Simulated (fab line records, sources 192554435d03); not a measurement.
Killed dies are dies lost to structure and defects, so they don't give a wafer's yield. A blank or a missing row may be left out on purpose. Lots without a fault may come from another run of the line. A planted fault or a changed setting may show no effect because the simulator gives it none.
A struck lot beside a sound one | flow n5_finfet | 16 steps out of a route of 1938
Sound: wafers L188.1, L188.2, L188.5. Struck: wafers L191.3, L191.4, L191.5. The cause comes at the end.
At each step with rows: each side's tool, then ch and its chambers, then its first start. Under that, the readings that differ: sound wafers | struck wafers | difference of the means | sigmas: that difference in standard deviations of wafers without a fault.
alike: readings whose means differ by less than 2 such deviations, and words and numbers that are the same on both sides. not compared: withheld readings, readings that some wafer has no value for, bounds like >300 that may hide the same value, and numbers for which the record gives no deviation and whose values overlap.
The two part at a step that has a row with sigmas, a row that says differs or no value, or rows on one side only. Numbers that don't overlap but have no deviation are shown without sigmas and don't part them. A reading that every wafer of one side lacks parts them only if that side has two wafers or more.

N5_DUMMY_GATE_ETCH_23: etches poly-Si in HBr/Cl2/O2, target depth 41 nm, time 22.3 s.
  sound on rie_si-04 ch 1,2, day 3 11:38; struck on rie_si-05 ch 1,2,3, day 4 04:11
  alike: bias_w, drypump_motor_current_A, oes_product_au, throttle_valve_pct
  not compared: rf_hours_counter_h
N5_DUMMY_GATE_ETCH_44: etches poly-Si in HBr/O2, stops on SiO2, target depth 127.5 nm.
  sound on rie_si-04 ch 1,2, day 3 11:42; struck on rie_si-05 ch 1,2,3, day 4 04:15
  alike: bias_w, drypump_motor_current_A, oes_product_au, throttle_valve_pct
  not compared: rf_hours_counter_h
N5_DUMMY_GATE_CD_MEAS_24: target cd 15 nm.
  sound on cd_sem-01, day 3 11:49; struck on cd_sem-02, day 4 04:22
  alike: cd_nm
N5_DUMMY_GATE_ETCH_42: etches SiO2 in CHF3/O2, target depth 3.5 nm, time 31 s.
  sound on rie_diel-06 ch 0,2,3, day 3 12:05; struck on rie_diel-01 ch 2,3, day 4 04:25
  alike: bias_w, drypump_motor_current_A, oes_product_au, rf_vpp_V, showerhead_plenum_p_Torr, throttle_valve_pct
  not compared: rf_hours_counter_h
then, 6 steps without rows for these wafers: N5_DUMMY_GATE_STRIP_48 (strips in N2/H2, time 20 s); N5_DUMMY_GATE_PRECLEAN_33 (cleans in dHF, time 10 s); N5_DUMMY_GATE_PRECLEAN_25 (cleans in O3/DIW, time 45 s); N5_DUMMY_GATE_PRECLEAN_51 (cleans in SC2, time 45 s); N5_DUMMY_GATE_SRD_26 (time 30 s); N5_DUMMY_GATE_UV_OZONE_45 (time 120 s).
N5_DUMMY_GATE_INSPECT_27: inspects for defects (brightfield).
  sound on defect_inspect-02, day 3 12:26; struck on defect_inspect-01, day 4 04:39
  alike: raw_defect_count
N5_SPACER0_ALD_07: deposits SiNx, target thk 2 nm.
  sound on ald_sin-03 ch 1,3, day 3 12:28; struck on ald_sin-04 ch 1,2,3, day 4 04:41
  alike: chamber_pressure_Torr, heater_power_outer_w, heater_power_w
N5_SPACER0_ALD_00: deposits SiOCN, target thk 3.5 nm, pulse time 3 s, purge time 2 s.
  sound on ald_sin-03 ch 1,3, day 3 12:37; struck on ald_sin-04 ch 1,2,3, day 4 04:50
  no value came back on the struck wafers for ald_cycles, chamber_pressure_Torr (Torr), heater_power_w (W), precursor_pulse_height_rel; on the sound wafers ald_cycles reads 58 58 58
N5_SPACER0_ALD_08: deposits SiNx, target thk 2 nm.
  sound on ald_sin-03 ch 1,3, day 3 12:52; struck on ald_sin-04 ch 1,2,3, day 4 05:05
  alike: chamber_pressure_Torr, heater_power_outer_w, heater_power_w
N5_BEOL_M4_RC_MEAS_101:
  the record has rows for the sound wafers here (prober-01 ch 0, day 8 05:53) and none for the struck ones
-- the record jumps here: 8 days lie between the struck wafers' starts before and after (it left off in module BEOL_M4 and takes up again in module PASSIVATION, whose first step shown is number 1936 of the route) --
N5_PASSIVATION_PROBE_49:
  sound on prober-01, day 11 15:42; struck on prober-02, day 12 08:44
  reading                  | sound          | struck         | difference | sigmas
  defect_limited_yield (%) | 91.3 91.5 88.2 | 0 0 0          | -90        | -60
  killed_at_front_end      | 52 42 57       | 1126 1117 1104 | +1065      | +82
  killed_dies              | 103 100 139    | 1180 1180 1180 | +1066      | +59
  killed_on_rim            | 10 18 18       | 152 152 152    | +137       | +33
  sort_bin_5_function (%)  | 5.1 5.2 7.4    | 96.9 96.1 95.2 | +90.2      | +93
  sort_n_pass              | 1077 1080 1041 | 0 0 0          | -1066      | -59
  sort_yield_pct (%)       | 91.3 91.5 88.2 | 0 0 0          | -90        | -60
  alike: killed_at_M0_to_M3, killed_at_M4_up, killed_at_contacts, killed_at_other, killed_open, killed_short, sort_bin_6_memory

WHERE THEY PART
First at N5_SPACER0_ALD_00; last, within this record, at N5_PASSIVATION_PROBE_49.

WHY: what the simulator had put in
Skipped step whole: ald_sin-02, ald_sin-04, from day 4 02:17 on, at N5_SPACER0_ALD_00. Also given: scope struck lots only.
